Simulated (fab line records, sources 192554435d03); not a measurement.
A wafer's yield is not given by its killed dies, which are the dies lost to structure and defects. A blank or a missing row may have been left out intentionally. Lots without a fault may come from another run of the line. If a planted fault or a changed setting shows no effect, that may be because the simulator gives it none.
Chamber matching | flow n5-finfet | cvd-co-01 running N5_BEOL_M2_CO_CAP_55: 3 sister chambers
The step material Co, precursor CCTBA/H2, target thk 2 nm, time 102.1 s. 3 wafers are shown with their chamber, then 12 later ones without.

== WAFERS PAIRED WITH THEIR CHAMBERS ==
wafer  | chamber | heater-power-w (W)
L086.6 | 1       | 225
L087.2 | 0       | 216
L087.4 | 2       | 189

== WAFERS MISSING THEIR CHAMBER ==
wafer  | heater-power-w (W)
L090.1 | 217
L090.2 | 192
L090.3 | 222
L091.1 | 210
L091.2 | 230
L091.5 | 189
L094.2 | 191
L094.3 | 226
L094.5 | 228
L096.1 | 220
L096.2 | 189
L096.6 | 206

== EACH ONE'S CHAMBER ==
wafer  | from the rows above     | in truth
L090.1 | can't be placed: 0 or 1 | 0
L090.2 | 2                       | 2
L090.3 | can't be placed: 1 or 0 | 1
L091.1 | 0                       | 0
L091.2 | 1                       | 1
L091.5 | 2                       | 2
L094.2 | 2                       | 2
L094.3 | 1                       | 1
L094.5 | 1                       | 1
L096.1 | can't be placed: 0 or 1 | 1
L096.2 | 2                       | 2
L096.6 | can't be placed: 0 or 2 | 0
8 of 12 placed correctly. Can't be placed from these rows: 4 (the true chamber is among the candidates in 4). Number placed wrongly: 0.
How it was worked out, from the rows above alone: a wafer's distance from a chamber is the root of the sum, over the readings, of the square of ((its reading less the chamber's mean) divided by the reading's scatter). If the next closest chamber is less than 2 further off than the closest, the wafer can't be placed; otherwise it belongs to the closest. A chamber's mean is the mean of its shown wafers. The scatter (one wafer shown for each chamber): square how far every hidden wafer sits from the nearest shown wafer, average those squares and take the square root.
